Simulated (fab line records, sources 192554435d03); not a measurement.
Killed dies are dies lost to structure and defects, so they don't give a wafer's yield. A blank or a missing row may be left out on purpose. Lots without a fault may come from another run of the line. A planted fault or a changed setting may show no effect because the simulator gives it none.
Chamber matching | flow n5_finfet | N5_BEOL_M4_CO_CAP_55 on cvd_co-02: 3 sister chambers
The step material Co, precursor CCTBA/H2, target thk 2 nm, time 102.1 s. 6 wafers are shown with their chamber, then 12 later ones without.

WAFERS WITH THEIR CHAMBER
wafer  | chamber | heater_power_w (W)
L089.5 | 2       | 272
L091.2 | 1       | 275
L091.5 | 2       | 254
L092.1 | 0       | 200
L092.4 | 1       | 282
L092.6 | 0       | 203

WAFERS WITHOUT THEIR CHAMBER
wafer  | heater_power_w (W)
L090.2 | 289
L090.5 | 283
L090.6 | 197
L093.3 | 279
L093.4 | 201
L093.6 | 284
L095.1 | 203
L095.2 | 273
L095.4 | 277
L094.1 | 197
L094.2 | 276
L094.6 | 206

WHICH CHAMBER EACH WENT THROUGH
wafer  | from the rows above     | in truth
L090.2 | can't be placed: 1 or 2 | 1
L090.5 | can't be placed: 1 or 2 | 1
L090.6 | 0                       | 0
L093.3 | can't be placed: 1 or 2 | 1
L093.4 | 0                       | 0
L093.6 | can't be placed: 1 or 2 | 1
L095.1 | 0                       | 0
L095.2 | can't be placed: 1 or 2 | 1
L095.4 | can't be placed: 1 or 2 | 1
L094.1 | 0                       | 0
L094.2 | can't be placed: 1 or 2 | 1
L094.6 | 0                       | 0
Placed correctly: 5 of 12. Can't be placed from these rows: 7 (the true chamber is among the candidates in 7). Placed wrongly: 0.
How it was worked out, from the rows above alone: a wafer's distance from a chamber is the root of the sum, over the readings, of the square of ((its reading less the chamber's mean) divided by the reading's scatter). The wafer belongs to the nearest chamber; if the next one is less than 2 further off, it can't be placed. A chamber's mean is the mean of its shown wafers. The scatter: the root of (the sum of the squares of (reading less its chamber's mean) over the shown wafers, divided by (wafers less chambers)).
